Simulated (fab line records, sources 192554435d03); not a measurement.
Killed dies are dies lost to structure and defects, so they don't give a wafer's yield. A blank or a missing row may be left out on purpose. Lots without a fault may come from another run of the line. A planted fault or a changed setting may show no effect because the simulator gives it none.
Chamber matching | flow n5_finfet | N5_GATE_CUT_DESCUM_18 on rie_diel-03: 4 sister chambers
The step chemistry O2, time 7 s. 24 wafers are shown with their chamber, then 12 later ones without.

WAFERS WITH THEIR CHAMBER
wafer  | chamber | drypump_motor_current_A (A) | showerhead_plenum_p_Torr (Torr) | throttle_valve_pct (%)
L074.1 | 2       | 5.3                         | 2.09                            | 20.17
L074.2 | 3       | 5.3                         | 2.01                            | 20.59
L074.3 | 1       | 6.5                         | 2.12                            | 20.69
L077.1 | 2       | 5.3                         | 2.09                            | 20.18
L077.3 | 1       | 6.5                         | 2.12                            | 20.71
L077.5 | 3       | 5.3                         | 2.01                            | 20.59
L084.1 | 2       | 5.3                         | 2.08                            | 20.21
L084.5 | 3       | 5.3                         | 2.00                            | 20.61
L084.6 | 0       | 5.9                         | 1.96                            | 20.42
L085.1 | 2       | 5.2                         | 2.08                            | 20.22
L085.2 | 1       | 6.5                         | 2.11                            | 20.74
L085.3 | 3       | 5.3                         | 2.00                            | 20.61
L085.4 | 0       | 5.9                         | 1.96                            | 20.44
L085.5 | 3       | 5.3                         | 2.00                            | 20.61
L085.6 | 0       | 5.9                         | 1.96                            | 20.43
L086.1 | 2       | 5.3                         | 2.08                            | 20.19
L086.3 | 3       | 5.3                         | 2.00                            | 20.60
L086.4 | 1       | 6.5                         | 2.11                            | 20.72
L088.2 | 0       | 5.9                         | 1.96                            | 20.41
L088.3 | 1       | 6.5                         | 2.11                            | 20.71
L088.5 | 1       | 6.4                         | 2.11                            | 20.72
L089.1 | 2       | 5.3                         | 2.08                            | 20.23
L089.2 | 1       | 6.4                         | 2.11                            | 20.74
L089.3 | 0       | 5.9                         | 1.96                            | 20.45

SIGNATURES (means of the wafers above)
reading                  | chamber 0 | chamber 1 | chamber 2 | chamber 3 | scatter within a chamber
drypump_motor_current_A  | 5.900     | 6.471     | 5.283     | 5.300     | 0.0336
showerhead_plenum_p_Torr | 1.9600    | 2.1129    | 2.0833    | 2.0033    | 0.00453
throttle_valve_pct       | 20.4300   | 20.7186   | 20.2000   | 20.6017   | 0.0176
Rule: a wafer's distance from a chamber is the root of the sum, over the readings, of the square of ((its reading less the chamber's mean) divided by the reading's scatter). The wafer belongs to the nearest chamber; if the next one is less than 2 further off, it can't be placed. The scatter: the root of (the sum of the squares of (reading less its chamber's mean) over the shown wafers, divided by (wafers less chambers)).

WAFERS WITHOUT THEIR CHAMBER
wafer  | drypump_motor_current_A (A) | showerhead_plenum_p_Torr (Torr) | throttle_valve_pct (%)
L090.1 | 5.3                         | 2.00                            | 20.64
L090.5 | 6.5                         | 2.11                            | 20.75
L090.6 | 5.9                         | 1.96                            | 20.45
L092.1 | 5.3                         | 2.08                            | 20.23
L092.2 | 5.9                         | 1.96                            | 20.45
L092.4 | 5.3                         | 2.00                            | 20.64
L093.3 | 5.3                         | 2.08                            | 20.23
L093.5 | 5.9                         | 1.96                            | 20.45
L093.6 | 6.5                         | 2.11                            | 20.74
L097.1 | 5.3                         | 1.99                            | 20.64
L097.2 | 6.5                         | 2.10                            | 20.75
L097.6 | 5.3                         | 2.07                            | 20.23

WHICH CHAMBER EACH WENT THROUGH
wafer  | from the rows above | in truth
L090.1 | 3                   | 3
L090.5 | 1                   | 1
L090.6 | 0                   | 0
L092.1 | 2                   | 2
L092.2 | 0                   | 0
L092.4 | 3                   | 3
L093.3 | 2                   | 2
L093.5 | 0                   | 0
L093.6 | 1                   | 1
L097.1 | 3                   | 3
L097.2 | 1                   | 1
L097.6 | 2                   | 2
Placed correctly: 12 of 12. Can't be placed from these rows: 0. Placed wrongly: 0.
